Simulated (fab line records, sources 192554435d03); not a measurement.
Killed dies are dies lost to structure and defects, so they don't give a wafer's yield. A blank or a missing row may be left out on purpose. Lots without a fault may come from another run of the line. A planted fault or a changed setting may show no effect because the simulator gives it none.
Which tool did it? | flow n5_finfet | 9 lots, 27 wafers sampled, at 4 steps of a route of 1938

WHAT THE GAUGES READ, wafer by wafer
N5_MOL_CONTACT_COAG_INSPECT_10: inspects for defects (brightfield).
lot  | measured     | on                | raw_defect_count
L407 | day 4 21:16  | defect_inspect-01 | 32 50 77
L411 | day 5 16:30  | defect_inspect-01 | 53 66 82
L415 | day 6 14:42  | defect_inspect-01 | 65 51 39
L418 | day 7 16:54  | defect_inspect-02 | 58 62 18
L420 | day 7 20:38  | defect_inspect-02 | 44 33 34
L424 | day 8 23:51  | defect_inspect-01 | 78 109 62
L426 | day 9 10:14  | defect_inspect-01 | 49 38 32
L428 | day 9 21:55  | defect_inspect-02 | 68 36 54
L430 | day 10 07:25 | defect_inspect-01 | 106 46 61

WHICH TOOL RAN EACH LOT (tool, then ch and the chambers of the sampled wafers, then the start)
lot  | N5_GATE_CUT_STRIP_42               | N5_GATE_CUT_ETCH_47               | N5_MOL_CONTACT_COAG_COAT_103
L407 | rie_diel-06 ch 0,2, day 4 17:45    | rie_metal-03 ch 0,1, day 4 18:02  | litho_track-02 ch 0, day 4 20:54
L411 | rie_diel-06 ch 0,1, day 5 12:16    | rie_metal-01 ch 0,1, day 5 12:34  | litho_track-02 ch 0, day 5 16:09
L415 | rie_diel-04 ch 1,2, day 6 11:02    | rie_metal-03 ch 0,1, day 6 11:21  | litho_track-03 ch 0, day 6 14:20
L418 | rie_diel-05 ch 0,1, day 7 08:14    | rie_metal-03 ch 0,1, day 7 08:32  | litho_track-02 ch 0, day 7 16:32
L420 | rie_diel-06 ch 1,2, day 7 17:05    | rie_metal-02 ch 0,1, day 7 17:24  | litho_track-03 ch 0, day 7 20:16
L424 | rie_diel-04 ch 0,2,3, day 8 20:11  | rie_metal-01 ch 0,1, day 8 20:29  | litho_track-02 ch 0, day 8 23:28
L426 | rie_diel-05 ch 0,1,2, day 9 06:44  | rie_metal-03 ch 0,1, day 9 07:02  | litho_track-02 ch 0, day 9 09:53
L428 | rie_diel-04 ch 1,3, day 9 18:25    | rie_metal-02 ch 0,1, day 9 18:43  | litho_track-04 ch 0, day 9 21:34
L430 | rie_diel-05 ch 0,2,3, day 10 03:55 | rie_metal-01 ch 0,1, day 10 04:13 | litho_track-03 ch 0, day 10 07:04
- N5_GATE_CUT_STRIP_42: strips in O2.
- N5_GATE_CUT_ETCH_47: etches SiO2 in Cl2/BCl3, target depth 10 nm.
- N5_MOL_CONTACT_COAG_COAT_103: time 60 s, resist thk 80 nm.

THE ANSWER, worked out from the rows above alone
Rule: what is usual is taken from the lots themselves. Put in order of their means at a reading, lots are off if they are a third of the lots or fewer, leave a main group of 4 or more, and stand apart from it by a gap of 3 or more times the standard deviation of the main group's means; of several such gaps the widest counts. A main group whose means are all the same, to the digits that the tables above print for the reading, isn't used. A lot without any number at a reading at which 4 lots or more have one is off too. The other lots that the step has rows for count as sound.
No lot is off at any reading shown: from this, nothing can be told.

WHAT THE SIMULATOR HAD PUT IN
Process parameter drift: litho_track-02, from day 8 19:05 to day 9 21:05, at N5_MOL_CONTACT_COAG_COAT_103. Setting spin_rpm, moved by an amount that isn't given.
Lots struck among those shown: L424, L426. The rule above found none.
